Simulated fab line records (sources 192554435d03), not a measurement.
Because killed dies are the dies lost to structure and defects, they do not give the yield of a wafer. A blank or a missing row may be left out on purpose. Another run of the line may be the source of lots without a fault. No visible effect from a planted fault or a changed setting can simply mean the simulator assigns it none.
Chamber matching + flow n5 finfet + pecvd-03 running N5_BEOL_M3_ILD_DEP_00: 3 sister chambers
The step deposits SiOC from DEMS/O2, target thk 79 nm, time 15.3 s. 6 wafers are shown with their chamber, then 9 later ones without.

== WAFERS PAIRED WITH THEIR CHAMBERS ==
| wafer  | chamber | heater power w (W) | throttle valve pct (%) |
|--------|---------|--------------------|------------------------|
| L083.2 | 0       | 480                | 12.8                   |
| L083.3 | 0       | 493                | 13.0                   |
| L085.5 | 1       | 460                | 11.5                   |
| L086.2 | 2       | 627                | 11.7                   |
| L086.3 | 1       | 458                | 11.9                   |
| L086.6 | 2       | 633                | 11.8                   |

== WAFERS WHOSE CHAMBER IS MISSING ==
| wafer  | heater power w (W) | throttle valve pct (%) |
|--------|--------------------|------------------------|
| L089.1 | 497                | 11.7                   |
| L089.5 | 539                | 13.1                   |
| L089.6 | 650                | 11.6                   |
| L088.1 | 528                | 12.8                   |
| L088.4 | 655                | 11.9                   |
| L088.6 | 538                | 12.8                   |
| L090.1 | 667                | 11.7                   |
| L090.3 | 483                | 11.4                   |
| L090.4 | 664                | 11.9                   |

== WHICH CHAMBER EACH ONE RAN IN ==
| wafer  | from the rows above     | in truth |
|--------|-------------------------|----------|
| L089.1 | can't be placed: 1 or 0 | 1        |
| L089.5 | 0                       | 0        |
| L089.6 | 2                       | 2        |
| L088.1 | 0                       | 0        |
| L088.4 | 2                       | 2        |
| L088.6 | 0                       | 0        |
| L090.1 | 2                       | 2        |
| L090.3 | 1                       | 1        |
| L090.4 | 2                       | 2        |
8 of 9 placed correctly. Not placeable from these rows: 1 (in 1, the candidates include the true chamber). 0 placed wrongly.
How it was worked out, from the rows above alone: a wafer's distance from a chamber is the root of the sum, over the readings, of the square of ((its reading less the chamber's mean) divided by the reading's scatter). The wafer belongs to the nearest chamber; if the next one is less than 2 further off, it can't be placed. A chamber's mean is the mean of its shown wafers. How the scatter is found: for the shown wafers, subtract from each reading the mean of its chamber, square and add these, divide the total by (wafers less chambers), then take the root.
